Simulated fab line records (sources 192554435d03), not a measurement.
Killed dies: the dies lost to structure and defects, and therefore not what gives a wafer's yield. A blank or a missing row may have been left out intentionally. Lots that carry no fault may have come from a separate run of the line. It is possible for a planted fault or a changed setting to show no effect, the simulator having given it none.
fab line records | flow n5-finfet | part 1 of 2: steps 1 to 26 of 31
record lots=5 | wafers=15 | last-day=19
route steps=1938 shown MOL_CONTACT_COAG@548
lots untouched by any fault: they come from a run of this same line in which no faults occurred
start-h: start of the lot's first displayed wafer, in hours after the record's first day | wait-h: hours elapsed since this lot's preceding step | " same as the row above | L1.1+2: several wafers, shown together as one row | - no value present, or no start provided | * or withheld: withheld | < > ~ a bound
route shown NAME@n: names a module that has steps shown in the file, with the first one's number in the route | usual: mean and standard deviation over wafers with no fault | same: alike in all rows | chamber/n: place in a boat | sites: the reading at each site | _std_site: standard deviation of those values | _edge_site: inner sites' mean taken away from outer sites' mean | radius-mm: for every site, how far away it sits from the centre of the wafer | mask NAME#n: copy n | behind: the tool/chamber that last shaped the wafer | hold: the reason the lot was held/the length of the hold in hours/how it ended | device: transistor that didn't switch, given as n, p or np | end of line: the tests these same wafers got at the end of their route | a step with no rows: only its recipe | killed: not the wafer's yield, but the dies lost to structure and defects at the first sort | map: the dies of a wafer, with x for killed, . for not killed, _ for no die there
set.NAME: the setting the step ran with; set.NAME@STEP: the setting that earlier step ran with | model.NAME: the simulator's own value behind a step, which no gauge read
certain route steps with their lots: each step a table, each wafer a row
services: the hour from which a tool's chamber was out of use, counted from the record's first day as start-h (under 0 if before that day), plus the number of hours and why
## steps
# step N5_MOL_CONTACT_COAG_CO_FILL_22
# recipe material=Co | target-thk-a=200 | temp-c=200 | precursor=CCTBA/H2 | pressure-torr=30
# usual chamber-pressure-Torr=29.99/0.068 | heater-power-outer-w=129/8.4 | heater-power-w=244/14
lot.wafer | tool      | chamber | start-h | wait-h | chamber-pressure-Torr | heater-power-outer-w | heater-power-w
L074.1    | cvd-co-02 | 2       | 89.07   | 0.1    | 29.99                 | 131                  | 257
L074.3    | "         | 0       | "       | "      | 29.99                 | 122                  | 237
L074.5    | "         | 1       | "       | "      | 29.94                 | 125                  | 235
L084.1    | cvd-co-02 | 0       | 156.21  | 0.1    | 30.05                 | 121                  | 234
L084.2    | "         | 1       | "       | "      | 30.05                 | 127                  | 238
L084.4    | "         | 0       | "       | "      | 30.05                 | 126                  | 235
L088.2    | cvd-co-01 | 0       | 177.98  | 0.1    | 29.84                 | 141                  | 265
L088.4    | "         | 1       | "       | "      | 30.11                 | 110                  | 216
L088.5    | "         | 0       | "       | "      | 30.06                 | 139                  | 248
L093.3    | cvd-co-02 | 2       | 209.65  | 0.1    | 30.01                 | 132                  | 251
L093.4    | "         | 2       | "       | "      | 29.88                 | 133                  | 262
L093.5    | "         | 1       | "       | "      | 29.98                 | 128                  | 237
L096.3    | cvd-co-02 | 2       | 223.27  | 0.1    | 29.96                 | 132                  | 261
L096.5    | "         | 2       | "       | "      | 30.04                 | 129                  | 265
L096.6    | "         | 1       | "       | "      | 29.97                 | 125                  | 238
# step N5_MOL_CONTACT_COAG_ANNEAL_113
# recipe temp-c=400 | time-s=300 | ambient=H2/N2
# usual lamp-power-pct=3.00/0.058 | lamp_zone_2_pct=3.00/0.057 | lamp_zone_5_pct=3.00/0.057 | wafer_temp_C_max=402.3/0.59
lot.wafer | tool          | chamber | start-h | wait-h | lamp-power-pct | lamp_zone_2_pct | lamp_zone_5_pct | wafer_temp_C_max
L074.1    | rtp-anneal-02 | 0       | 89.68   | 0.3    | 2.95           | 2.95            | 2.96            | 403.6
L074.3    | "             | 0       | "       | "      | 2.95           | 2.96            | 2.96            | 402.0
L074.5    | "             | 0       | "       | "      | 2.95           | 2.95            | 2.96            | 402.6
L084.1    | rtp-anneal-01 | 0       | 156.82  | 0.3    | 3.07           | 3.07            | 3.07            | 403.3
L084.2    | "             | 0       | "       | "      | 3.07           | 3.07            | 3.07            | 402.1
L084.4    | "             | 0       | "       | "      | 3.07           | 3.07            | 3.07            | 401.1
L088.2    | rtp-anneal-01 | 0       | 178.75  | 0.5    | 3.07           | 3.07            | 3.07            | 401.6
L088.4    | "             | 0       | "       | "      | 3.07           | 3.07            | 3.07            | 402.0
L088.5    | "             | 0       | "       | "      | 3.08           | 3.07            | 3.07            | 402.4
L093.3    | rtp-anneal-01 | 0       | 210.56  | 0.6    | 3.07           | 3.07            | 3.07            | 402.0
L093.4    | "             | 0       | "       | "      | 3.07           | 3.07            | 3.07            | 401.8
L093.5    | "             | 0       | "       | "      | 3.07           | 3.07            | 3.07            | 401.7
L096.3    | rtp-anneal-02 | 0       | 224.19  | 0.6    | 2.95           | 2.95            | 2.96            | 402.7
L096.5    | "             | 0       | "       | "      | 2.95           | 2.95            | 2.95            | 402.4
L096.6    | "             | 0       | "       | "      | 2.95           | 2.95            | 2.95            | 402.9
# step N5_MOL_CONTACT_COAG_PRE_CLEAN_142
# recipe gas=H2/He | time-s=60 | temp-c=300
# usual heater-power-w=472/44
lot.wafer | tool           | chamber | start-h | wait-h | heater-power-w
L074.1    | pvd-sputter-01 | -       | 93.45   | 3.5    | 492
L074.3    | "              | -       | "       | "      | 468
L074.5    | "              | -       | "       | "      | 477
L084.1    | pvd-sputter-02 | -       | 160.68  | 3.7    | 519
L084.2    | "              | -       | "       | "      | 471
L084.4    | "              | -       | "       | "      | 515
L088.2    | pvd-sputter-01 | -       | 180.89  | 2.0    | 495
L088.4    | "              | -       | "       | "      | 459
L088.5    | "              | -       | "       | "      | 393
L093.3    | pvd-sputter-03 | -       | 211.20  | 0.5    | 556
L093.4    | "              | -       | "       | "      | 442
L093.5    | "              | -       | "       | "      | 555
L096.3    | pvd-sputter-02 | -       | 225.39  | 1.1    | 531
L096.5    | "              | -       | "       | "      | 439
L096.6    | "              | -       | "       | "      | 523
# step N5_MOL_CONTACT_COAG_SPUTTER_130
# recipe material=Co | target-thk-a=475 | temp-c=25 | chamber-pressure-pa=0.5 | power-w=3000
# usual throttle-valve-pct=29.8/0.71
lot.wafer | tool           | chamber | start-h | wait-h | throttle-valve-pct
L074.1    | pvd-sputter-01 | -       | 93.51   | 0.0    | 29.7
L074.3    | "              | -       | "       | "      | 28.2
L074.5    | "              | -       | "       | "      | 31.1
L084.1    | pvd-sputter-02 | -       | 160.74  | 0.0    | 29.7
L084.2    | "              | -       | "       | "      | 30.2
L084.4    | "              | -       | "       | "      | 28.9
L088.2    | pvd-sputter-01 | -       | 180.95  | 0.0    | 30.0
L088.4    | "              | -       | "       | "      | 28.4
L088.5    | "              | -       | "       | "      | 30.0
L093.3    | pvd-sputter-03 | -       | 211.26  | 0.0    | 29.8
L093.4    | "              | -       | "       | "      | 29.4
L093.5    | "              | -       | "       | "      | 29.9
L096.3    | pvd-sputter-02 | -       | 225.45  | 0.0    | 29.5
L096.5    | "              | -       | "       | "      | 30.0
L096.6    | "              | -       | "       | "      | 29.7
# step N5_MOL_CONTACT_COAG_PRECLEAN_125
# recipe chemistry=DIW | time-s=57.5 | temp-c=23
# usual temp-c=23.01/0.099
lot.wafer | tool         | chamber | start-h | wait-h | temp-c
L074.1    | wet-bench-03 | 0       | 93.64   | 0.1    | 23.02
L074.3    | "            | 1       | "       | "      | 23.14
L074.5    | "            | 5       | "       | "      | 23.01
L084.1    | wet-bench-03 | 0       | 160.87  | 0.1    | 23.13
L084.2    | "            | 1       | "       | "      | 22.89
L084.4    | "            | 4       | "       | "      | 22.99
L088.2    | wet-bench-05 | 5       | 181.08  | 0.1    | 23.10
L088.4    | "            | 6       | "       | "      | 23.04
L088.5    | "            | 4       | "       | "      | 22.88
L093.3    | wet-bench-06 | 3       | 211.39  | 0.1    | 23.14
L093.4    | "            | 0       | "       | "      | 22.89
L093.5    | "            | 7       | "       | "      | 23.07
L096.3    | wet-bench-06 | 3       | 225.58  | 0.1    | 23.05
L096.5    | "            | 1       | "       | "      | 23.18
L096.6    | "            | 7       | "       | "      | 22.99
# step N5_MOL_CONTACT_COAG_SRD_126
# recipe dry-time-s=32 | dry=n2-spin | spin-rpm=1500
lot.wafer  | tool         | chamber | start-h | wait-h
L074.1+3+5 | wet-bench-03 | 0,1,5   | 93.65   | 0.0
L084.1+2+4 | wet-bench-03 | 0,1,4   | 160.88  | 0.0
L088.2+4+5 | wet-bench-05 | 5,6,4   | 181.10  | 0.0
L093.3+4+5 | wet-bench-06 | 3,0,7   | 211.41  | 0.0
L096.3+5+6 | wet-bench-06 | 3,1,7   | 225.60  | 0.0
# step N5_MOL_CONTACT_COAG_CMP_23
# recipe stop-on=SiO2 | t-overpolish-s=1.5 | post-cmp-clean=cu-alkaline | down-force-psi=2 | platen-rpm=50.289 | pad-velocity-m-s=1.0006 | target-thk-nm=0
# usual motor-current-A=8.1/0.52 | overpolish-run-s=1.500/0.0086 | retaining-ring-pressure-frac=1.000/0.0054 | slurry-filter-dp-kPa=13.50/0.13 | time-to-endpoint-s=8.6/2.4
lot.wafer | tool   | chamber | start-h | wait-h | motor-current-A | overpolish-run-s | retaining-ring-pressure-frac | slurry-filter-dp-kPa | time-to-endpoint-s
L074.1    | cmp-01 | 2       | 93.72   | 0.1    | 7.4             | 1.499            | 0.986                        | 13.36                | 4.4
L074.3    | "      | 3       | "       | "      | 8.5             | 1.490            | 1.005                        | 13.49                | 4.9
L074.5    | "      | 1       | "       | "      | 7.5             | 1.501            | 1.001                        | 13.60                | 7.9
L084.1    | cmp-03 | 2       | 160.92  | 0.0    | 8.3             | 1.513            | 1.004                        | 13.71                | 7.3
L084.2    | "      | 0       | "       | "      | 8.3             | 1.497            | 1.008                        | 13.45                | 13.3
L084.4    | "      | 1       | "       | "      | 7.8             | 1.490            | 0.993                        | 13.42                | 8.2
L088.2    | cmp-01 | 0       | 181.13  | 0.0    | 8.0             | 1.509            | 0.998                        | 13.54                | 8.3
L088.4    | "      | 2       | "       | "      | 7.4             | 1.502            | 0.994                        | 13.56                | 9.0
L088.5    | "      | 0       | "       | "      | 7.6             | 1.510            | 0.987                        | 13.63                | 11.6
L093.3    | cmp-01 | 3       | 211.48  | 0.1    | 8.8             | 1.512            | 0.994                        | 13.58                | 9.5
L093.4    | "      | 0       | "       | "      | 7.6             | 1.515            | 0.992                        | 13.85                | 10.9
L093.5    | "      | 2       | "       | "      | 7.1             | 1.488            | 1.005                        | 13.40                | 8.2
L096.3    | cmp-02 | 0       | 225.71  | 0.1    | 8.4             | 1.499            | 1.006                        | 13.41                | 7.4
L096.6    | "      | 2       | "       | "      | 8.4             | 1.496            | 1.006                        | 13.32                | 8.7
L096.5    | "      | 3       | "       | "      | 8.8             | 1.512            | 0.993                        | 13.50                | 4.7
# step N5_MOL_CONTACT_COAG_WET_ETCH_26
# recipe target=Co | target-depth-nm=13
lot.wafer  | tool         | chamber | start-h | wait-h
L074.1+3+5 | wet-bench-03 | 2,4,6   | 94.04   | 0.0
L084.1+2+4 | wet-bench-03 | 2,4,1   | 161.27  | 0.0
L088.2+4+5 | wet-bench-03 | 6,4,3   | 181.48  | 0.0
L093.3+4+5 | wet-bench-06 | 5,7,3   | 211.79  | 0.0
L096.3+5+6 | wet-bench-05 | 4,2,0   | 225.98  | 0.0
# step N5_MOL_CONTACT_COAG_WET_ETCH_116
# recipe chemistry=SC1-inhibited | target-depth-nm=4.6 | dry=ipa-marangoni | rinse-time-s=30 | rinse-temp-c=23
lot.wafer  | tool         | chamber | start-h | wait-h
L074.1+3+5 | wet-bench-03 | 2,4,6   | 94.19   | 0.0
L084.1+2+4 | wet-bench-03 | 2,4,1   | 161.42  | 0.0
L088.2+4+5 | wet-bench-03 | 6,4,3   | 181.63  | 0.0
L093.3+4+5 | wet-bench-06 | 5,7,3   | 211.94  | 0.0
L096.3+5+6 | wet-bench-05 | 4,2,0   | 226.15  | 0.0
# step N5_MOL_CONTACT_COAG_ALD_27
# recipe material=SiOC | target-thk-a=170 | temp-c=400 | ald-precursor-family=carbosiloxane | ald-co-reactant=H2-plasma | pulse-time-s=1.5 | time-s=2720 | purge-time-s=2 | co-reactant-purge-time-s=2 | ald-cycles=340 | pressure-torr=2
# usual chamber-pressure-Torr=2.001/0.0044 | heater-power-outer-w=520/42 | heater-power-w=849/56 | precursor-pulse-height-rel=1.001/0.019
# same ald-cycles=340
lot.wafer | tool       | chamber | start-h | wait-h | chamber-pressure-Torr | heater-power-outer-w | heater-power-w | precursor-pulse-height-rel
L074.1    | ald-sin-03 | 2       | 95.03   | 0.5    | 2.005                 | 520                  | 803            | 0.975
L074.3    | "          | 3       | "       | "      | 2.003                 | 471                  | 826            | 1.008
L074.5    | "          | 3       | "       | "      | 2.005                 | 481                  | 815            | 0.996
L084.1    | ald-sin-04 | 0       | 161.74  | 0.0    | 1.997                 | 513                  | 878            | 1.016
L084.2    | "          | 2       | "       | "      | 2.004                 | 564                  | 954            | 0.990
L084.4    | "          | 1       | "       | "      | 2.010                 | 475                  | 769            | 1.010
L088.2    | ald-sin-04 | 2       | 182.57  | 0.6    | 1.996                 | 561                  | 940            | 1.037
L088.4    | "          | 3       | "       | "      | 1.998                 | 479                  | 788            | 0.994
L088.5    | "          | 0       | "       | "      | 1.996                 | 532                  | 891            | 0.986
L093.3    | ald-sin-04 | 3       | 212.26  | 0.0    | 2.000                 | 470                  | 791            | 0.999
L093.4    | "          | 0       | "       | "      | 1.999                 | 513                  | 869            | 0.957
L093.5    | "          | 3       | "       | "      | 1.999                 | 475                  | 791            | 0.976
L096.3    | ald-sin-01 | 0       | 226.49  | 0.0    | 1.999                 | 473                  | 796            | 1.009
L096.5    | "          | 0       | "       | "      | 2.000                 | 475                  | 786            | 1.017
L096.6    | "          | 3       | "       | "      | 1.995                 | 609                  | 841            | 0.945
# step N5_MOL_CONTACT_COAG_CMP_28
# recipe stop-on=SiNx | t-overpolish-s=0.85 | post-cmp-clean=alkaline-brush | down-force-psi=4.15 | platen-rpm=51.8 | pad-velocity-m-s=1.0307 | target-thk-nm=14.522
# usual motor-current-A=12.5/0.85 | retaining-ring-pressure-frac=1.000/0.0051 | slurry-filter-dp-kPa=13.49/0.14 | time-to-endpoint-s=3.8/2.3
lot.wafer | tool   | chamber | start-h | wait-h | motor-current-A | retaining-ring-pressure-frac | slurry-filter-dp-kPa | time-to-endpoint-s
L074.3    | cmp-01 | 2       | 96.59   | 0.8    | 11.0            | 1.005                        | 13.38                | 2.7
L074.1    | "      | 0       | "       | "      | 11.9            | 1.007                        | 13.15                | 0.1
L074.5    | "      | 3       | "       | "      | 13.3            | 1.002                        | 13.15                | 3.2
L084.1    | cmp-01 | 2       | 163.34  | 0.8    | 11.8            | 1.003                        | 13.17                | 1.4
L084.4    | "      | 3       | "       | "      | 13.1            | 1.008                        | 13.66                | 0.5
L084.2    | "      | 0       | "       | "      | 11.9            | 0.999                        | 13.49                | 0.0
L088.4    | cmp-02 | 0       | 184.17  | 0.8    | 13.5            | 0.999                        | 13.34                | 7.3
L088.2    | "      | 2       | "       | "      | 12.6            | 1.000                        | 13.74                | 9.2
L088.5    | "      | 0       | "       | "      | 13.4            | 1.007                        | 13.43                | 5.6
L093.3    | cmp-02 | 3       | 213.87  | 0.8    | 12.9            | 0.996                        | 13.39                | 0.0
L093.4    | "      | 1       | "       | "      | 11.5            | 0.999                        | 13.34                | 5.5
L093.5    | "      | 3       | "       | "      | 13.0            | 1.001                        | 13.45                | 0.5
L096.3    | cmp-01 | 2       | 228.11  | 0.8    | 11.8            | 1.010                        | 13.50                | 5.6
L096.6    | "      | 2       | "       | "      | 11.1            | 1.013                        | 13.59                | 7.6
L096.5    | "      | 3       | "       | "      | 13.6            | 1.001                        | 13.50                | 5.8
# step N5_MOL_CONTACT_COAG_THK_MEAS_29
# recipe reads=SiNx_of_GATE_CUT_PECVD_57+SiNx_of_GATE_CUT_SAC_CAP_01
# usual MD_CAP_THK=17.89/0.097
lot.wafer | tool          | chamber | start-h | wait-h | MD_CAP_THK[nm]
L074.1    | film-metro-01 | -       | 96.89   | -      | 17.82
L074.3    | "             | -       | "       | "      | 17.93
L074.5    | "             | -       | "       | "      | 17.85
L084.1    | film-metro-01 | -       | 163.60  | -      | 17.95
L084.2    | "             | -       | "       | "      | 18.12
L084.4    | "             | -       | "       | "      | 18.13
L088.2    | film-metro-02 | -       | 184.43  | -      | 17.84
L088.4    | "             | -       | "       | "      | 17.89
L088.5    | "             | -       | "       | "      | 17.74
L093.3    | film-metro-02 | -       | 214.12  | -      | 17.78
L093.4    | "             | -       | "       | "      | 17.95
L093.5    | "             | -       | "       | "      | 17.89
L096.3    | film-metro-01 | -       | 228.40  | -      | 17.78
L096.5    | "             | -       | "       | "      | 17.98
L096.6    | "             | -       | "       | "      | 18.10
# step N5_MOL_CONTACT_COAG_ALD_123
# recipe material=SiNx | target-thk-a=50 | temp-c=400 | ald-precursor-family=SiH2I2 | ald-co-reactant=N2/H2-plasma | pulse-time-s=1 | purge-time-s=2 | co-reactant-purge-time-s=2 | ald-cycles=100 | pressure-torr=2
# usual chamber-pressure-Torr=2.000/0.0047 | heater-power-outer-w=516/42 | heater-power-w=844/58 | precursor-pulse-height-rel=1.000/0.02
# same ald-cycles=100
lot.wafer | tool       | chamber | start-h | wait-h | chamber-pressure-Torr | heater-power-outer-w | heater-power-w | precursor-pulse-height-rel
L074.1    | ald-sin-01 | 1       | 96.93   | 0.0    | 1.999                 | 539                  | 880            | 1.004
L074.3    | "          | 3       | "       | "      | 2.001                 | 608                  | 827            | 0.998
L074.5    | "          | 3       | "       | "      | 2.000                 | 598                  | 810            | 1.010
L084.1    | ald-sin-03 | 1       | 164.42  | 0.8    | 1.996                 | 536                  | 833            | 1.016
L084.2    | "          | 3       | "       | "      | 1.998                 | 459                  | 843            | 0.992
L084.4    | "          | 2       | "       | "      | 2.000                 | 523                  | 834            | 0.986
L088.2    | ald-sin-04 | 1       | 184.47  | 0.0    | 2.000                 | 469                  | 761            | 0.985
L088.4    | "          | 0       | "       | "      | 2.000                 | 522                  | 882            | 0.970
L088.5    | "          | 3       | "       | "      | 2.004                 | 470                  | 781            | 1.006
L093.3    | ald-sin-04 | 1       | 214.16  | 0.0    | 2.008                 | 458                  | 770            | 1.010
L093.4    | "          | 3       | "       | "      | 2.002                 | 471                  | 779            | 0.989
L093.5    | "          | 1       | "       | "      | 2.012                 | 475                  | 761            | 1.018
L096.3    | ald-sin-01 | 1       | 228.44  | 0.0    | 2.003                 | 536                  | 907            | 1.003
L096.5    | "          | 1       | "       | "      | 1.995                 | 536                  | 879            | 1.025
L096.6    | "          | 0       | "       | "      | 1.991                 | 473                  | 783            | 0.996
# step N5_MOL_CONTACT_COAG_PECVD_31
# recipe material=SiO2 | target-thk-a=460 | temp-c=400 | precursor=TEOS/O2 | pressure-torr=6.5 | rf-w=withheld | teos-flow-sccm=withheld | gas=O2 | flow-sccm=2650 | time-s=8.9
# usual chamber-pressure-Torr=6.501/0.014
lot.wafer | tool     | chamber | start-h | wait-h | chamber-pressure-Torr
L074.1    | pecvd-04 | 0       | 97.43   | 0.3    | 6.484
L074.3    | "        | 2       | "       | "      | 6.534
L074.5    | "        | 2       | "       | "      | 6.529
L084.1    | pecvd-01 | 2       | 164.92  | 0.3    | 6.493
L084.2    | "        | 0       | "       | "      | 6.497
L084.4    | "        | 0       | "       | "      | 6.494
L088.2    | pecvd-02 | 1       | 184.97  | 0.3    | 6.473
L088.4    | "        | 1       | "       | "      | 6.518
L088.5    | "        | 0       | "       | "      | 6.500
L093.3    | pecvd-01 | 2       | 214.66  | 0.3    | 6.530
L093.4    | "        | 1       | "       | "      | 6.497
L093.5    | "        | 0       | "       | "      | 6.507
L096.3    | pecvd-01 | 0       | 228.94  | 0.3    | 6.482
L096.5    | "        | 0       | "       | "      | 6.501
L096.6    | "        | 2       | "       | "      | 6.528
# step N5_MOL_CONTACT_COAG_COAT_75
# recipe resist=SOC | temp-c=250 | time-s=60 | spin-rpm=1500 | resist-thk-nm=60
lot.wafer  | tool           | chamber | start-h | wait-h
L074.1+3+5 | litho-track-02 | 0       | 97.49   | 0.0
L084.1+2+4 | litho-track-05 | 0       | 164.98  | 0.0
L088.2+4+5 | litho-track-05 | 0       | 185.04  | 0.1
L093.3+4+5 | litho-track-03 | 0       | 214.72  | 0.0
L096.3+5+6 | litho-track-02 | 0       | 229.00  | 0.0
# step N5_MOL_CONTACT_COAG_COAT_76
# recipe resist=SiARC | temp-c=220 | time-s=60 | spin-rpm=1500 | resist-thk-nm=10
lot.wafer  | tool           | chamber | start-h | wait-h
L074.1+3+5 | litho-track-02 | 0       | -       | -
L084.1+2+4 | litho-track-05 | 0       | -       | -
L088.2+4+5 | litho-track-05 | 0       | -       | -
L093.3+4+5 | litho-track-03 | 0       | -       | -
L096.3+5+6 | litho-track-02 | 0       | -       | -
# step N5_MOL_CONTACT_COAG_COAT_77
# recipe resist=underlayer | temp-c=205 | time-s=60 | spin-rpm=1500 | resist-thk-nm=10
lot.wafer  | tool           | chamber | start-h | wait-h
L074.1+3+5 | litho-track-02 | 0       | -       | -
L084.1+2+4 | litho-track-05 | 0       | -       | -
L088.2+4+5 | litho-track-05 | 0       | -       | -
L093.3+4+5 | litho-track-03 | 0       | -       | -
L096.3+5+6 | litho-track-02 | 0       | -       | -
# step N5_MOL_CONTACT_COAG_COAT_78
# recipe resist=CAR-EUV | spin-rpm=1500 | resist-thk-nm=40
lot.wafer  | tool           | chamber | start-h | wait-h
L074.1+3+5 | litho-track-02 | 0       | -       | -
L084.1+2+4 | litho-track-05 | 0       | -       | -
L088.2+4+5 | litho-track-05 | 0       | -       | -
L093.3+4+5 | litho-track-03 | 0       | -       | -
L096.3+5+6 | litho-track-02 | 0       | -       | -
# step N5_MOL_CONTACT_COAG_EBR_80
# recipe solvent=PGMEA | ebr-width-mm=1.5
lot.wafer  | tool           | chamber | start-h | wait-h
L074.1+3+5 | litho-track-02 | 0       | -       | -
L084.1+2+4 | litho-track-05 | 0       | -       | -
L088.2+4+5 | litho-track-05 | 0       | -       | -
L093.3+4+5 | litho-track-03 | 0       | -       | -
L096.3+5+6 | litho-track-02 | 0       | -       | -
# step N5_MOL_CONTACT_COAG_SOFTBAKE_79
# recipe temp-c=110 | time-s=60 | resist=CAR-EUV
lot.wafer  | tool           | chamber | start-h | wait-h
L074.1+3+5 | litho-track-02 | 0       | -       | -
L084.1+2+4 | litho-track-05 | 0       | -       | -
L088.2+4+5 | litho-track-05 | 0       | -       | -
L093.3+4+5 | litho-track-03 | 0       | -       | -
L096.3+5+6 | litho-track-02 | 0       | -       | -
# step N5_MOL_CONTACT_COAG_EXPOSE_81
# recipe mask-id=VG | na=0.33 | source-shape=annular | sigma-inner=0.3 | sigma-outer=0.7 | polarization=unpolarized | defocus-nm=0 | dose-mj=59.5
lot.wafer  | tool           | chamber | start-h | wait-h | mask
L074.1+3+5 | euv-scanner-01 | 0       | 97.62   | -      | VG#0
L084.1+2+4 | euv-scanner-02 | 0       | 165.24  | -      | VG#0
L088.2+4+5 | euv-scanner-02 | 0       | 185.19  | -      | VG#0
L093.3+4+5 | euv-scanner-01 | 0       | 214.87  | -      | VG#0
L096.3+5+6 | euv-scanner-02 | 0       | 229.15  | -      | VG#0
# step N5_MOL_CONTACT_COAG_PEB_82
# recipe peb-temp-c=100 | peb-time-s=60 | resist=CAR-EUV
lot.wafer  | tool           | chamber | start-h | wait-h
L074.1+3+5 | litho-track-03 | 0       | 97.70   | 0.1
L084.1+2+4 | litho-track-03 | 0       | 165.32  | 0.1
L088.2+4+5 | litho-track-05 | 0       | 185.26  | 0.1
L093.3+4+5 | litho-track-03 | 0       | 214.94  | 0.1
L096.3+5+6 | litho-track-03 | 0       | 229.21  | 0.1
# step N5_MOL_CONTACT_COAG_DEVELOP_83
# recipe develop-time-s=30 | developer=TMAH | resist=CAR-EUV | rinse-liquid=surfactant-rinse | dry=air-spin | dev-temp-c=23
lot.wafer  | tool           | chamber | start-h | wait-h
L074.1+3+5 | litho-track-03 | 0       | -       | -
L084.1+2+4 | litho-track-03 | 0       | -       | -
L088.2+4+5 | litho-track-05 | 0       | -       | -
L093.3+4+5 | litho-track-03 | 0       | -       | -
L096.3+5+6 | litho-track-03 | 0       | -       | -
# step N5_MOL_CONTACT_COAG_CD_MEAS_84
# recipe target-cd-nm=25.1 | landing-energy-ev=500 | detector=se-inlens | polarity=opening
# usual cd-nm=25.23/0.24
lot.wafer | tool      | chamber | start-h | wait-h | cd-nm
L074.1    | cd-sem-03 | 0       | 97.77   | -      | 25.19
L074.3    | "         | 0       | "       | "      | 25.22
L074.5    | "         | 0       | "       | "      | 25.32
L084.1    | cd-sem-01 | 0       | 165.38  | -      | 25.30
L084.2    | "         | 0       | "       | "      | 25.20
L084.4    | "         | 0       | "       | "      | 25.45
L088.2    | cd-sem-03 | 0       | 185.32  | -      | 25.23
L088.4    | "         | 0       | "       | "      | 25.07
L088.5    | "         | 0       | "       | "      | 24.83
L093.3    | cd-sem-02 | 0       | 215.00  | -      | 25.72
L093.4    | "         | 0       | "       | "      | 25.38
L093.5    | "         | 0       | "       | "      | 25.59
L096.3    | cd-sem-02 | 0       | 229.28  | -      | 25.46
L096.5    | "         | 0       | "       | "      | 25.40
L096.6    | "         | 0       | "       | "      | 25.09
# step N5_MOL_CONTACT_COAG_OVL_MEAS_85
# recipe points-per-wafer=522
# usual VG_OVL=-0.3/0.71
lot.wafer | tool       | chamber | start-h | wait-h | VG_OVL[nm]
L074.1    | overlay-01 | 0       | 97.80   | 0.0    | -0.2
L074.3    | "          | 0       | "       | "      | -0.1
L074.5    | "          | 0       | "       | "      | -1.0
L084.1    | overlay-02 | 0       | 165.41  | 0.0    | -1.0
L084.2    | "          | 0       | "       | "      | -0.1
L084.4    | "          | 0       | "       | "      | 0.0
L088.2    | overlay-02 | 0       | 185.36  | 0.0    | -0.9
L088.4    | "          | 0       | "       | "      | -0.2
L088.5    | "          | 0       | "       | "      | -1.3
L093.3    | overlay-02 | 0       | 215.04  | 0.0    | -0.1
L093.4    | "          | 0       | "       | "      | -0.6
L093.5    | "          | 0       | "       | "      | -1.3
L096.3    | overlay-01 | 0       | 229.33  | 0.0    | -0.3
L096.5    | "          | 0       | "       | "      | 0.5
L096.6    | "          | 0       | "       | "      | 0.4
# step N5_MOL_CONTACT_COAG_INSPECT_57
# recipe mode=adi | inspect-instrument=brightfield
# usual raw-defect-count=210/50
lot.wafer | tool              | chamber | start-h | wait-h | raw-defect-count
L074.1    | defect-inspect-01 | -       | 97.85   | 0.1    | 254
L074.3    | "                 | -       | "       | "      | 188
L074.5    | "                 | -       | "       | "      | 183
L084.1    | defect-inspect-01 | -       | 165.47  | 0.1    | 196
L084.2    | "                 | -       | "       | "      | 198
L084.4    | "                 | -       | "       | "      | 273
L088.2    | defect-inspect-02 | -       | 185.41  | 0.0    | 149
L088.4    | "                 | -       | "       | "      | 146
L088.5    | "                 | -       | "       | "      | 265
L093.3    | defect-inspect-01 | -       | 215.09  | 0.0    | 121
L093.4    | "                 | -       | "       | "      | 166
L093.5    | "                 | -       | "       | "      | 117
L096.3    | defect-inspect-02 | -       | 229.38  | 0.0    | 188
L096.5    | "                 | -       | "       | "      | 190
L096.6    | "                 | -       | "       | "      | 176
